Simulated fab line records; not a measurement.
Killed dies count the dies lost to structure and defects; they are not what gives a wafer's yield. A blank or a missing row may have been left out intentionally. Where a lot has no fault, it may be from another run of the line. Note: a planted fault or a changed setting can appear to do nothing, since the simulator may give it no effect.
Matching of chambers / flow n5_finfet / N5_SD_EPI_P_ETCH_47 on rie_diel-02: 4 sister chambers
The step etches SiOCN in CH3F/O2, target depth 25 nm. 4 wafers are shown with their chamber, then 10 later ones without.

== WAFERS, EACH WITH ITS CHAMBER ==
wafer=L082.6; chamber=3; showerhead_plenum_p_Torr (Torr)=1.99
wafer=L088.1; chamber=2; showerhead_plenum_p_Torr (Torr)=2.08
wafer=L089.2; chamber=1; showerhead_plenum_p_Torr (Torr)=1.94
wafer=L089.3; chamber=0; showerhead_plenum_p_Torr (Torr)=1.99

== WAFERS MISSING THEIR CHAMBER ==
wafer=L089.5; showerhead_plenum_p_Torr (Torr)=1.94
wafer=L092.1; showerhead_plenum_p_Torr (Torr)=1.98
wafer=L092.2; showerhead_plenum_p_Torr (Torr)=1.93
wafer=L092.5; showerhead_plenum_p_Torr (Torr)=1.93
wafer=L093.4; showerhead_plenum_p_Torr (Torr)=1.99
wafer=L093.5; showerhead_plenum_p_Torr (Torr)=1.93
wafer=L093.6; showerhead_plenum_p_Torr (Torr)=1.98
wafer=L097.1; showerhead_plenum_p_Torr (Torr)=1.99
wafer=L097.3; showerhead_plenum_p_Torr (Torr)=2.07
wafer=L097.5; showerhead_plenum_p_Torr (Torr)=1.93

== CHAMBER TAKEN BY EACH ==
wafer=L089.5; from the rows above=1; in truth=1
wafer=L092.1; from the rows above=can't be placed: 0 or 3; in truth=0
wafer=L092.2; from the rows above=1; in truth=1
wafer=L092.5; from the rows above=1; in truth=1
wafer=L093.4; from the rows above=can't be placed: 0 or 3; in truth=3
wafer=L093.5; from the rows above=1; in truth=1
wafer=L093.6; from the rows above=can't be placed: 0 or 3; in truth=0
wafer=L097.1; from the rows above=can't be placed: 0 or 3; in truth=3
wafer=L097.3; from the rows above=2; in truth=2
wafer=L097.5; from the rows above=1; in truth=1
Correct placement for 6 of the 10. These rows do not allow placing 4 (true chamber among the candidates in 4). Number placed wrongly: 0.
How it was worked out, from the rows above alone: a wafer's distance from a chamber is the root of the sum, over the readings, of the square of ((its reading less the chamber's mean) divided by the reading's scatter). If the next closest chamber is less than 2 further off than the closest, the wafer can't be placed; otherwise it belongs to the closest. The mean given for a chamber averages the wafers shown for that chamber. The scatter: root of mean squared gap, hidden wafer to nearest shown wafer, with one shown wafer a chamber.
